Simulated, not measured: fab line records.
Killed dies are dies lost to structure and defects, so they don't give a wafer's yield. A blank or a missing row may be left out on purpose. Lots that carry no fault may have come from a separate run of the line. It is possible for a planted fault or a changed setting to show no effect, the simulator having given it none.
Problem report, 8D (eight disciplines) form, completed by code + flow n5Finfet + the parts of the form that need people (team, actions taken, sign-off) are left out

== 1. THE PROBLEM ==
At N5_BEOL_M11_CMP_52, barrierFieldEndpointS averages 15.5 s over 4 wafers from 3 lots, while fault-free wafers read 28.9 s, standard deviation 0.74. That puts it -18 standard deviations away from the usual mean.
The step: polishes, stops on SiCOH lowk, t overpolish 7 s, target thk 140 nm.
First seen on wafer L538.3, day 11 11:29, on cmp-04. At this step, 32 wafers from 12 lots have a number in the record. The rule behind "out" and "out of limits": a value lying over 4 standard deviations away from the usual mean. The rest of the wafers with a number are treated as sound.

== 2. WHAT IT IS; WHAT IT IS NOT ==
| question                    | is                                     | is not                                                                                                              |
|-----------------------------|----------------------------------------|---------------------------------------------------------------------------------------------------------------------|
| which readings at this step | barrierFieldEndpointS, timeToEndpointS | motorCurrentA, overpolishRunS                                                                                       |
| which lots                  | L536, L537, L538                       | L534, L535, L543, L546, L547, L551, L552, L555, L556                                                                |
| which wafers of those lots  | L536.3, L537.3, L538.3, L538.6         | L536.1, L537.1, L538.2                                                                                              |
| read on which tools         | cmp-04                                 | cmp-01, cmp-02                                                                                                      |
| when                        | from day 11 11:29                      | up to then (7 sound wafers); but 21 sound wafers of L536, L537, L543, L546, L547, L551, L552, L555, L556 came after |

== 3. THE SUSPECTS, EACH WITH WHAT RULES IT OUT ==
Counting: if a tool at a process step up to the reading ran every lot that is out, it stays a suspect. Sound lots after the first of them don't rule it out here, since some wafers of a struck lot are sound.
- cmp-04 at N5_BEOL_M11_CMP_52 (polishes, stops on SiCOH lowk, t overpolish 7 s, target thk 140 nm): kept. Ran every lot that is out, first one L538 (day 11 11:29); last sound lot up to then L535 (day 11 04:12). Out on those wafers are its own readings of barrierFieldEndpointS, timeToEndpointS.
- Within cmp-04 at N5_BEOL_M11_CMP_52: the wafers that are out ran in chambers 0, 1; their sound lot-mates ran in chambers 2, 3.
After counting, what remains is cmp-04 at N5_BEOL_M11_CMP_52.

== 4. THE CAUSE (what the simulator had put in) ==
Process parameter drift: cmp-04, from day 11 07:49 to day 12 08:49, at N5_BEOL_M11_CMP_52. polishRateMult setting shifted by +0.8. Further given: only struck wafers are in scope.
Counting left only this tool.

== 5. THE CHAIN OF EFFECTS, in route order ==
Each row: a reading where the mean over the struck wafers with a number is more than 3 standard deviations away from the usual. Only readings for which the record gives a usual standard deviation are gone through. hours: the time from each lot's start at the first step in this table that gives one to its start at this step, as a median over the lots. sigmas: the change in usual standard deviations.
| hours | step               | reading               | usual  | on struck wafers | change | sigmas |
|-------|--------------------|-----------------------|--------|------------------|--------|--------|
| 0     | N5_BEOL_M11_CMP_52 | barrierFieldEndpointS | 28.9 s | 15.5             | -13.4  | -18    |
| 0     | N5_BEOL_M11_CMP_52 | timeToEndpointS       | 66 s   | 32               | -34    | -9.9   |
Its process steps:
- N5_BEOL_M11_CMP_52: polishes, stops on SiCOH lowk, t overpolish 7 s, target thk 140 nm.

== 6. WHAT WOULD HAVE CAUGHT IT SOONER ==
First out-of-limits reading in this record: day 11 11:29, which is 4 hours after fault onset at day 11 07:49.
